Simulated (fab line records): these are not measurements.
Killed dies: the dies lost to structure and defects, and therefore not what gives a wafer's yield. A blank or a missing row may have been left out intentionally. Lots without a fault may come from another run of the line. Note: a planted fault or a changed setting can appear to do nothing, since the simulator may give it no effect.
Chamber matching :: flow nandHarc :: 3 sister chambers for NHARC_A_SLIT_DEP_23 on pecvd-01
The step deposits SiON, target thk 100 nm. 16 wafers are shown with their chamber, then 8 later ones without.

## EACH WAFER AND ITS CHAMBER
wafer: L079.1
chamber: 0
heaterPowerW (W): 606

wafer: L079.3
chamber: 2
heaterPowerW (W): 852

wafer: L079.6
chamber: 0
heaterPowerW (W): 616

wafer: L082.3
chamber: 1
heaterPowerW (W): 776

wafer: L082.5
chamber: 0
heaterPowerW (W): 651

wafer: L082.6
chamber: 2
heaterPowerW (W): 871

wafer: L080.2
chamber: 2
heaterPowerW (W): 838

wafer: L080.3
chamber: 0
heaterPowerW (W): 651

wafer: L080.4
chamber: 2
heaterPowerW (W): 826

wafer: L084.4
chamber: 1
heaterPowerW (W): 700

wafer: L084.5
chamber: 0
heaterPowerW (W): 656

wafer: L084.6
chamber: 2
heaterPowerW (W): 881

wafer: L087.1
chamber: 2
heaterPowerW (W): 971

wafer: L087.4
chamber: 0
heaterPowerW (W): 650

wafer: L087.5
chamber: 2
heaterPowerW (W): 981

wafer: L092.1
chamber: 2
heaterPowerW (W): 912

SIGNATURES (averages over the wafers above)
reading: heaterPowerW
chamber 0: 638.33
chamber 1: 738.00
chamber 2: 891.50
scatter within a chamber: 47.4
Rule: a wafer's distance from a chamber is the root of the sum, over the readings, of the square of ((its reading less the chamber's mean) divided by the reading's scatter). The wafer belongs to the nearest chamber; if the next one is less than 2 further off, it can't be placed. The scatter is the square root of a quotient: the sum, over the shown wafers, of each reading's squared deviation from its chamber's mean, divided by wafers minus chambers.

## WAFERS WITH NO CHAMBER GIVEN
wafer: L092.2
heaterPowerW (W): 682

wafer: L092.5
heaterPowerW (W): 913

wafer: L094.2
heaterPowerW (W): 774

wafer: L094.3
heaterPowerW (W): 649

wafer: L094.4
heaterPowerW (W): 669

wafer: L097.3
heaterPowerW (W): 862

wafer: L097.5
heaterPowerW (W): 594

wafer: L097.6
heaterPowerW (W): 875

## WHICH CHAMBER EACH ONE RAN IN
wafer: L092.2
from the rows above: can't be placed: 0 or 1
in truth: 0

wafer: L092.5
from the rows above: 2
in truth: 2

wafer: L094.2
from the rows above: can't be placed: 1 or 2
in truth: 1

wafer: L094.3
from the rows above: can't be placed: 0 or 1
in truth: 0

wafer: L094.4
from the rows above: can't be placed: 0 or 1
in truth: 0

wafer: L097.3
from the rows above: can't be placed: 2 or 1
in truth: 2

wafer: L097.5
from the rows above: 0
in truth: 0

wafer: L097.6
from the rows above: 2
in truth: 2
Placed correctly: 3 of 8. Cannot be placed on the basis of these rows: 5; the candidates contain the true chamber in 5. Placed wrongly: 0.
